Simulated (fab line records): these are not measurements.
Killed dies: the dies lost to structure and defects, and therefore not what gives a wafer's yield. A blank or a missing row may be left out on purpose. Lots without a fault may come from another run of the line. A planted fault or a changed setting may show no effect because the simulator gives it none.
Chamber matching    flow nandHarc    NHARC_P_M1_STRIP_18 on rieDiel-11: 4 sister chambers
The step strips in N2/H2. 4 wafers are shown with their chamber, then 7 later ones without.

## WAFERS, EACH WITH ITS CHAMBER
wafer   chamber  showerheadPlenumPTorr (Torr)
L077.4  2        2.06
L082.2  1        1.89
L086.1  3        1.99
L086.2  0        2.13

## WAFERS WHOSE CHAMBER IS MISSING
wafer   showerheadPlenumPTorr (Torr)
L086.4  2.06
L095.2  2.13
L095.3  1.99
L095.6  2.06
L096.1  2.06
L096.3  1.88
L096.6  2.06

## THE CHAMBER EACH PASSED THROUGH
wafer   from the rows above  in truth
L086.4  2                    2
L095.2  0                    0
L095.3  3                    3
L095.6  2                    2
L096.1  2                    2
L096.3  1                    1
L096.6  2                    2
Correct placement for 7 of the 7. Can't be placed from these rows: 0. Placed wrongly: 0.
How it was worked out, from the rows above alone: a wafer's distance from a chamber is the root of the sum, over the readings, of the square of ((its reading less the chamber's mean) divided by the reading's scatter). If the next closest chamber is less than 2 further off than the closest, the wafer can't be placed; otherwise it belongs to the closest. A chamber's mean is the mean of its shown wafers. The scatter: root of mean squared gap, hidden wafer to nearest shown wafer, with one shown wafer a chamber.
